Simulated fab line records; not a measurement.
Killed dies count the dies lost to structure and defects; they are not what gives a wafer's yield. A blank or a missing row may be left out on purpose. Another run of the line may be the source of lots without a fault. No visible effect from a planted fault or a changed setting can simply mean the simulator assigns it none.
fab line records | flow n5Finfet
record lots=11 wafers=30 lastDay=17
route steps=1938 shown BEOL_M12@1616
lots untouched by any fault: they come from a run of this same line in which no faults occurred
startH: the number of hours between the record's first day and the start of the first shown wafer of the lot | waitH: time in hours since the lot's previous step | " identical to the entry in the row above | L1.1+2: several wafers, shown together as one row | - value missing, or start not given | * or withheld: withheld | < > ~ a bound
route shown NAME@n: NAME is a module with steps in the file, n the number in the route of the first one | usual: mean/standard deviation of fault-free wafers | same: alike in all rows | chamber/n: place in a boat | sites: the reading at each site | _std_site: their standard deviation | _edge_site: mean of outer sites minus mean of inner sites | radiusMm: for every site, how far away it sits from the centre of the wafer | mask NAME#n: copy n | behind: the tool/chamber that last shaped the wafer | hold: the reason the lot was held/the length of the hold in hours/how it ended | device: which transistor (n, p or np) failed to switch | end of line: the same wafers' tests at the end of the route | a step with no rows: only its recipe | killed: count of dies lost to structure and defects at first sort (not the wafer's yield) | map: a wafer's dies, x killed, . not, _ none there
set.NAME: setting as actually run; set.NAME@STEP: the setting as run at that earlier step | model.NAME: the simulator's own value behind a step, which no gauge read
route steps across a sampled set of lots; one table per step, one row per wafer
services: a tool's chamber out of use, with start hour (startH, from the record's first day; less than 0 if before it), hours out, and reason
## steps
# step N5_BEOL_M12_ETCH_59
# recipe chemistry=N2/H2 target=BARC targetDepthA=890 overetchA=267 timeS=67.9 ionEnergyEv=200 pressureMtorr=30 sourceW=840 biasW=150 n2FlowSccm=200 h2FlowSccm=200
# usual chamberPressureMTorr=30.000/0.024 drypumpMotorCurrentA=5.6/0.47 h2FlowSccm=200.0/0.64 oesProductAu=0.68/0.054 rfVppV=523.8/2 showerheadPlenumPTorr=2.54/0.078 throttleValvePct=17.73/0.17
# columns lot.wafer tool chamber startH waitH chamberPressureMTorr drypumpMotorCurrentA h2FlowSccm oesProductAu rfHoursCounterH rfVppV showerheadPlenumPTorr throttleValvePct
L935.1 rieDiel-02 3 221.17 0.0 30.030 6.1 200.7 0.61 212 522.6 2.49 17.97
L935.2 " 0 " " 30.017 6.3 200.5 0.75 33 522.4 2.47 17.90
L935.5 " 1 " " 30.031 5.4 198.8 0.68 - 520.6 2.46 17.54
L936.3 rieDiel-04 3 231.15 0.0 29.986 5.6 199.9 0.80 10 524.5 2.60 17.71
L936.4 " 0 " " 29.935 5.9 199.5 0.77 17 522.7 2.47 17.68
L936.5 " 3 " " 29.973 5.6 199.9 0.81 - 525.5 2.60 17.73
L937.1 rieDiel-01 2 240.23 0.0 30.006 5.6 199.6 0.73 48 526.5 2.58 17.74
L937.2 " 1 " " 30.000 5.5 199.4 0.75 31 526.4 2.58 17.37
L937.3 " 0 " " 29.970 5.7 199.3 0.61 198 525.3 2.63 17.77
L938.3 rieDiel-04 1 245.12 0.0 30.006 5.2 199.3 0.74 44 527.8 2.72 17.76
L938.4 " 2 " " 29.996 4.9 200.7 0.69 77 524.3 2.59 17.80
L938.5 " 2 " " 30.003 4.9 200.5 0.69 - 524.3 2.59 17.83
L939.1 rieDiel-04 3 260.04 0.0 30.026 5.6 200.7 0.79 19 526.4 2.60 17.72
L939.3 " 0 " " 30.003 5.9 200.2 0.75 26 522.3 2.47 17.67
L939.4 " 1 " " 29.968 5.2 200.4 0.74 49 528.7 2.72 17.78
L941.2 rieDiel-02 3 272.06 0.0 30.007 6.1 200.1 0.59 229 523.2 2.48 17.97
L941.3 " 1 " " 30.002 5.4 200.1 0.67 108 520.8 2.45 17.58
L941.4 " 2 " " 30.054 6.2 200.3 0.71 53 522.3 2.48 17.45
L942.1 rieDiel-01 2 276.80 0.0 30.022 5.6 200.0 0.71 64 525.6 2.57 17.76
L942.6 " 3 " " 29.991 4.8 199.7 0.64 - 523.6 2.55 17.64
L943.3 rieDiel-04 2 289.32 0.0 30.002 4.9 199.4 0.68 87 524.1 2.58 17.81
L943.4 " 1 " " 29.978 5.2 200.8 0.74 - 527.8 2.72 17.77
L953.1 rieDiel-04 1 348.90 0.0 29.990 5.2 200.1 0.71 74 528.1 2.71 17.82
L953.2 " 3 " " 29.965 5.6 199.5 0.75 35 525.4 2.59 17.75
L953.5 " 1 " " 30.040 5.2 199.5 0.71 - 527.6 2.71 17.80
L956.4 rieDiel-02 0 353.51 0.0 29.980 6.2 199.1 0.70 - 522.0 2.45 17.98
L956.5 " 2 " " 29.969 6.2 200.2 0.68 - 523.5 2.47 17.49
L954.1 rieDiel-01 1 360.96 0.0 30.037 5.5 199.9 0.71 72 524.8 2.56 17.43
L954.4 " 2 " " 29.985 5.6 199.4 0.68 95 524.8 2.56 17.83
L954.5 " 3 " " 29.978 4.8 199.2 0.62 - 523.0 2.54 17.70
# step N5_BEOL_M12_CD_MEAS_28
# recipe targetCdNm=160.2 landingEnergyEv=500 detector=seInlens polarity=opening
# usual cdNm=160.0/2.4
# columns lot.wafer tool chamber startH waitH cdNm
L935.1 cdSem-01 0 222.08 - 159.3
L935.2 " 0 " " 157.3
L935.5 " 0 " " 156.7
L936.3 cdSem-02 0 232.07 - 158.5
L936.4 " 0 " " 159.2
L936.5 " 0 " " 158.8
L937.1 cdSem-01 0 241.20 - 160.6
L937.2 " 0 " " 159.2
L937.3 " 0 " " 159.0
L938.3 cdSem-02 0 245.90 - 158.6
L938.4 " 0 " " 158.6
L938.5 " 0 " " 160.9
L939.1 cdSem-03 0 260.82 - 157.6
L939.3 " 0 " " 161.3
L939.4 " 0 " " 158.8
L941.2 cdSem-02 0 272.98 - 158.6
L941.3 " 0 " " 158.7
L941.4 " 0 " " 156.7
L942.1 cdSem-02 0 277.73 - 160.7
L942.6 " 0 " " 157.0
L943.3 cdSem-02 0 290.23 - 160.3
L943.4 " 0 " " 161.6
L953.1 cdSem-01 0 350.98 - 158.8
L953.2 " 0 " " 159.0
L953.5 " 0 " " 160.2
L956.4 cdSem-03 0 354.40 - 163.5
L956.5 " 0 " " 164.0
L954.1 cdSem-03 0 361.78 - 165.4
L954.4 " 0 " " 162.3
L954.5 " 0 " " 161.6
# step N5_BEOL_M12_ETCH_67
# recipe chemistry=CF4 target=SiARC targetDepthA=1430 timeS=238.3 ionEnergyEv=80 pressureMtorr=40 sourceW=545 biasW=36 Ar_flow_sccm=100 cf4FlowSccm=100 ends=cleared
# usual chamberPressureMTorr=40.00/0.038 drypumpMotorCurrentA=5.5/0.41 etchRfOnTimeS=239/8.6 mfcArSccm=100.02/0.27 oesProductAu=0.69/0.063 rfVppV=184.2/0.94 showerheadPlenumPTorr=2.15/0.053 throttleValvePct=15.44/0.23
# columns lot.wafer tool chamber startH waitH chamberPressureMTorr drypumpMotorCurrentA etchRfOnTimeS mfcArSccm oesProductAu rfHoursCounterH rfVppV showerheadPlenumPTorr throttleValvePct
L935.1 rieDiel-01 1 222.20 0.0 40.01 5.5 245 100.40 0.75 26 183.9 2.18 15.07
L935.2 " 3 " " 40.06 4.8 236 100.76 0.66 111 183.6 2.14 15.17
L935.5 " 0 " " 40.07 5.6 241 99.96 0.61 - 184.8 2.22 15.63
L936.3 rieDiel-01 3 232.19 0.0 39.95 4.8 236 99.62 0.65 114 184.1 2.14 15.18
L936.4 " 0 " " 40.01 5.7 237 99.48 0.61 196 186.5 2.22 15.64
L936.5 " 2 " " 40.05 5.6 227 100.49 0.74 - 182.5 2.18 15.46
L937.1 rieDiel-04 3 242.03 0.0 40.04 5.6 220 99.86 0.84 13 185.6 2.20 15.48
L937.2 " 1 " " 40.02 5.2 236 100.14 0.75 42 185.6 2.28 15.41
L937.3 " 2 " " 39.94 5.0 239 99.88 0.69 76 184.5 2.16 15.24
L938.3 rieDiel-01 1 246.09 0.0 39.93 5.5 248 100.07 0.73 34 184.1 2.18 15.09
L938.4 " 0 " " 39.97 5.6 242 100.09 0.60 201 185.2 2.22 15.67
L938.5 " 2 " " 39.98 5.6 234 99.93 0.74 - 184.6 2.18 15.49
L939.1 rieDiel-01 2 260.94 0.0 40.04 5.6 233 99.88 0.73 56 184.5 2.17 15.49
L939.3 " 0 " " 39.98 5.7 241 100.15 0.59 206 185.2 2.21 15.66
L939.4 " 1 " " 40.08 5.5 243 100.29 0.73 39 184.5 2.18 15.10
L941.2 rieDiel-02 1 274.66 0.0 40.03 5.4 239 100.00 0.66 109 183.4 2.06 15.17
L941.3 " 0 " " 40.01 6.2 227 100.03 0.75 50 184.9 2.09 15.77
L941.4 " 2 " " 39.95 6.2 253 100.26 0.69 54 183.4 2.10 15.19
L942.1 rieDiel-01 0 277.85 0.0 39.94 5.6 242 99.89 0.59 214 184.0 2.21 15.67
L942.6 " 2 " " 40.01 5.6 233 100.11 0.73 - 185.7 2.17 15.51
L943.3 rieDiel-02 3 290.36 0.0 40.01 6.1 249 100.26 0.58 236 184.5 2.11 15.86
L943.4 " 0 " " 39.96 6.2 227 99.81 0.74 55 184.2 2.08 15.77
L953.1 rieDiel-01 3 351.44 0.0 40.04 4.8 242 100.50 0.62 159 185.0 2.13 15.26
L953.2 " 0 " " 40.02 5.6 311 100.13 0.55 240 203.0 2.20 15.72
L953.5 " 2 " " 39.99 5.6 235 100.21 0.69 - 184.3 2.16 15.58
L956.4 rieDiel-04 3 354.71 0.0 39.99 5.6 218 100.10 0.80 37 185.6 2.19 15.51
L956.5 " 3 " " 39.99 5.6 218 99.83 0.80 - 184.4 2.19 15.48
L954.1 rieDiel-04 0 361.93 0.0 40.03 5.9 242 99.59 0.70 60 184.3 2.09 15.66
L954.4 " 3 " " 39.99 5.6 219 100.01 0.79 40 183.6 2.19 15.52
L954.5 " 3 " " 40.06 5.6 219 100.25 0.79 - 184.5 2.19 15.52
# step N5_BEOL_M12_PRE_CLEAN_42
# recipe gas=H2/He timeS=30 tempC=250
# usual heaterPowerW=332/37
# columns lot.wafer tool chamber startH waitH heaterPowerW
L935.1 pvdSputter-01 - 236.74 0.0 327
L935.2 " - " " 368
L935.5 " - " " 317
L936.3 pvdSputter-01 - 237.48 0.0 389
L936.4 " - " " 316
L936.5 " - " " 321
L937.1 pvdSputter-01 - 244.93 0.0 294
L937.2 " - " " 312
L937.3 " - " " 321
L938.3 pvdSputter-01 - 247.43 0.0 304
L938.4 " - " " 298
L938.5 " - " " 308
L939.1 pvdSputter-02 - 264.67 0.0 337
L939.3 " - " " 365
L939.4 " - " " 330
L941.2 pvdSputter-03 - 275.60 0.0 251
L941.3 " - " " 331
L941.4 " - " " 402
L942.1 pvdSputter-02 - 285.54 0.0 316
L942.6 " - " " 359
L943.3 pvdSputter-02 - 293.08 0.0 327
L943.4 " - " " 358
L953.1 pvdSputter-02 - 357.59 0.0 331
L953.2 " - " " 317
L953.5 " - " " 347
L956.4 pvdSputter-01 - 358.53 0.0 315
L956.5 " - " " 381
L954.1 pvdSputter-01 - 364.74 0.0 305
L954.4 " - " " 317
L954.5 " - " " 320
## services
# columns tool chamber startH hours kind
rieDiel-02 2 220.06 5.1 repair
rieDiel-02 - 236.00 4.0 repair
rieDiel-04 - 260.98 14.6 pm
rieDiel-04 3 277.80 22.7 repair
rieDiel-04 - 278.13 2.0 repair
rieDiel-04 3 321.91 5.7 repair
rieDiel-01 1 325.21 10.6 repair
rieDiel-02 3 333.97 - clean
rieDiel-02 3 333.97 - consumableReplace:focusRing
rieDiel-02 3 333.97 38.0 scheduledDown
rieDiel-02 3 333.97 38.0 ventCycle
rieDiel-04 1 338.19 8.8 repair
rieDiel-02 1 353.41 5.8 repair
## key
firstSign step=N5_BEOL_M12_ETCH_67 reading=rfVppV direction=up sigmas=20 usual=184.2 struck=203.0
effect step=N5_BEOL_M12_ETCH_67 reading=etchRfOnTimeS direction=up sigmas=8.3 usual=* struck=*
metAt N5_BEOL_M12_ETCH_67
struckLots L953
struckWafers L953.2
notActingAt N5_BEOL_M12_ETCH_59,N5_BEOL_M12_CD_MEAS_28,N5_BEOL_M12_PRE_CLEAN_42
onsetBetween 277.85 351.44
fault kind=processParameterDrift tool=rieDiel-01 chamber=0 onsetH=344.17 steps=N5_BEOL_M12_ETCH_67 channel=sourceW offset=-130.8 shape=step endH=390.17 actsIn=theseRecipesOnly stated=545
